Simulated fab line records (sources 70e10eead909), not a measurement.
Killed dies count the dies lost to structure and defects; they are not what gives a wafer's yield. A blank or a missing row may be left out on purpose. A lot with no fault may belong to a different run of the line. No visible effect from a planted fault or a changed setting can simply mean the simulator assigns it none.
Matching of chambers :: flow nandHarc :: NHARC_A_M0_PRE_CLEAN_31 on pecvd-04: 3 sister chambers
The step time 12 s. 14 wafers are shown with their chamber, then 7 later ones without.

## WAFERS, EACH WITH ITS CHAMBER
wafer: L074.4
chamber: 0
heaterPowerW (W): 845

wafer: L074.5
chamber: 2
heaterPowerW (W): 710

wafer: L074.6
chamber: 1
heaterPowerW (W): 596

wafer: L084.3
chamber: 0
heaterPowerW (W): 803

wafer: L084.5
chamber: 2
heaterPowerW (W): 732

wafer: L084.6
chamber: 1
heaterPowerW (W): 642

wafer: L086.1
chamber: 2
heaterPowerW (W): 703

wafer: L086.2
chamber: 0
heaterPowerW (W): 827

wafer: L086.4
chamber: 0
heaterPowerW (W): 826

wafer: L087.1
chamber: 1
heaterPowerW (W): 539

wafer: L087.4
chamber: 0
heaterPowerW (W): 780

wafer: L087.5
chamber: 1
heaterPowerW (W): 543

wafer: L088.2
chamber: 2
heaterPowerW (W): 632

wafer: L088.4
chamber: 1
heaterPowerW (W): 557

SIGNATURES, as means of the wafers listed above
reading: heaterPowerW
chamber 0: 816.20
chamber 1: 575.40
chamber 2: 694.25
scatter within a chamber: 37.8
Rule: for each reading, subtract the chamber's mean from the wafer's reading, divide by that reading's scatter and square the result; add these up over the readings and take the root, which gives the wafer's distance from the chamber. If the next closest chamber is less than 2 further off than the closest, the wafer can't be placed; otherwise it belongs to the closest. The scatter: take each reading less its chamber's mean, square it, sum over the shown wafers, divide by the number of wafers less the number of chambers, and take the root.

## WAFERS WITHOUT THEIR CHAMBER
wafer: L088.5
heaterPowerW (W): 842

wafer: L090.1
heaterPowerW (W): 644

wafer: L090.3
heaterPowerW (W): 818

wafer: L090.5
heaterPowerW (W): 840

wafer: L096.2
heaterPowerW (W): 542

wafer: L096.5
heaterPowerW (W): 723

wafer: L096.6
heaterPowerW (W): 552

## EACH ONE'S CHAMBER
wafer: L088.5
from the rows above: 0
in truth: 0

wafer: L090.1
from the rows above: can't be placed: 2 or 1
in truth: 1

wafer: L090.3
from the rows above: 0
in truth: 0

wafer: L090.5
from the rows above: 0
in truth: 0

wafer: L096.2
from the rows above: 1
in truth: 1

wafer: L096.5
from the rows above: can't be placed: 2 or 0
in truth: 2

wafer: L096.6
from the rows above: 1
in truth: 1
Correctly placed: 5 of 7. Not placeable from these rows: 2 (in 2, the candidates include the true chamber). Wrongly placed: 0.
